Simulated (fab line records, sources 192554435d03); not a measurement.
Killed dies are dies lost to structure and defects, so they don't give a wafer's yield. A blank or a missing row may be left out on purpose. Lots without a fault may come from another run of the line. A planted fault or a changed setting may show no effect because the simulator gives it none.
A struck lot beside a sound one | flow n5_finfet | 37 steps out of a route of 1938
Sound: wafers L916.1, L916.4, L916.5. Struck: wafer L934.2. (L934.1 of the same lot was not struck and is left out.) The cause comes at the end.
At each step with rows: each side's tool, then ch and its chambers, then its first start. Under that, the readings that differ: sound wafers | struck wafers | difference of the means | sigmas: that difference in standard deviations of wafers without a fault.
alike: readings whose means differ by less than 2 such deviations, and words and numbers that are the same on both sides. not compared: withheld readings, readings that some wafer has no value for, bounds like >300 that may hide the same value, and numbers for which the record gives no deviation and whose values overlap.
The two part at a step that has a row with sigmas, a row that says differs or no value, or rows on one side only. Numbers that don't overlap but have no deviation are shown without sigmas and don't part them. A reading that every wafer of one side lacks parts them only if that side has two wafers or more.

first, 8 steps without rows for these wafers: N5_BEOL_M1_ECD_50 (material Cu, target thk 300 nm); N5_BEOL_M1_ANNEAL_51 (time 90 s); N5_BEOL_M1_CMP_52 (polishes, stops on SiOC, t overpolish 6.8 s, target thk 40 nm); N5_BEOL_M1_PRE_CLEAN_60 (time 15 s); N5_BEOL_M1_CO_CAP_55 (material Co, precursor CCTBA/H2, target thk 2 nm, time 102.1 s); N5_BEOL_M1_PRE_CLEAN_56 (time 15 s); N5_BEOL_M1_DEP_57 (deposits SiCN from 3MS/NH3, target thk 8 nm, time 14 s); N5_BEOL_M2_ILD_DEP_00 (deposits SiOC from DEMS/O2, target thk 79 nm, time 15.3 s).
N5_BEOL_M2_PECVD_72: deposits SiO2 from TEOS/O2, target thk 16 nm, time 18 s.
  sound on pecvd-04 ch 0,1, day 7 04:25; struck on pecvd-02 ch 2, day 11 15:33
  reading                                    | sound        | struck | difference | sigmas
  model.SiO2_of_BEOL_M2_PECVD_72.thk_nm (nm) | 15.8 16 16.2 | 16.6   | +0.6       |
  alike: chamber_pressure_Torr, heater_power_w, showerhead_plenum_p_Torr, throttle_valve_pct
then, 25 steps without rows for these wafers: N5_BEOL_M2_HM_DEP_02 (deposits TiN, target thk 20 nm); N5_BEOL_M2_COAT_61 (time 60 s, resist thk 60 nm); N5_BEOL_M2_COAT_62 (time 60 s, resist thk 12 nm); N5_BEOL_M2_COAT_73 (time 60 s, resist thk 5 nm); N5_BEOL_M2_COAT_05 (resist thk 30 nm); N5_BEOL_M2_EBR_07; N5_BEOL_M2_SOFTBAKE_06 (time 60 s); N5_BEOL_M2_EXPOSE_08 (exposes mask M2); N5_BEOL_M2_PEB_09 (peb time 60 s); N5_BEOL_M2_DEVELOP_10 (develop time 30 s); N5_BEOL_M2_DESCUM_16 (chemistry O2, time 7 s); N5_BEOL_M2_ETCH_74 (etches underlayer in N2/H2, target depth 6.5 nm, time 5.2 s); N5_BEOL_M2_ETCH_63 (etches SiARC in CF4, target depth 15.6 nm, time 26 s); N5_BEOL_M2_ETCH_64 (etches SOC in N2/H2, target depth 75 nm, overetch 22.5 nm, time 121.9 s); N5_BEOL_M2_STRIP_65 (strips in N2/H2); N5_BEOL_M2_STRIP_75 (strips in N2/H2); N5_BEOL_M2_STRIP_66 (strips in CF4); N5_BEOL_M2_HM_OPEN_17 (chemistry Cl2/BCl3, target TiN, target depth 20 nm, overetch 6 nm); N5_BEOL_M2_STRIP_19 (strips in O2); N5_BEOL_M2_COAT_67 (time 60 s, resist thk 60 nm); N5_BEOL_M2_COAT_68 (time 60 s, resist thk 12 nm); N5_BEOL_M2_COAT_76 (time 60 s, resist thk 5 nm); N5_BEOL_M2_COAT_22 (resist thk 30 nm); N5_BEOL_M2_EBR_24; N5_BEOL_M2_SOFTBAKE_23 (time 60 s).
N5_BEOL_M2_HM_STRIP_39: strips TiN in peroxide tin strip, target depth 25 nm, time 158 s.
  sound on wet_bench-01 ch 1,3,7, day 8 00:37; struck on wet_bench-05 ch 4, day 12 06:55
  reading                                    | sound        | struck | difference | sigmas
  model.SiO2_of_BEOL_M2_PECVD_72.thk_nm (nm) | 15.8 16 16.2 | 16.6   | +0.6       |
N5_BEOL_M4_RC_MEAS_101:
  sound on prober-02 ch 0, day 9 18:14; struck on prober-02 ch 0, day 14 01:26
  alike: DIBL_N, DIBL_P, IOFF_N, IOFF_P, ION_N, ION_P, SS_N, SS_P, VT_N, VT_P
-- the record jumps here: 5 days lie between the struck wafers' starts before and after (it left off in module BEOL_M4 and takes up again in module PASSIVATION, whose first step shown is number 1936 of the route) --
N5_PASSIVATION_PROBE_49:
  the record has rows for the struck wafers here (prober-02, day 18 18:20) and none for the sound ones

WHERE THEY PART
Only at N5_PASSIVATION_PROBE_49, within this record.

WHY: what the simulator had put in
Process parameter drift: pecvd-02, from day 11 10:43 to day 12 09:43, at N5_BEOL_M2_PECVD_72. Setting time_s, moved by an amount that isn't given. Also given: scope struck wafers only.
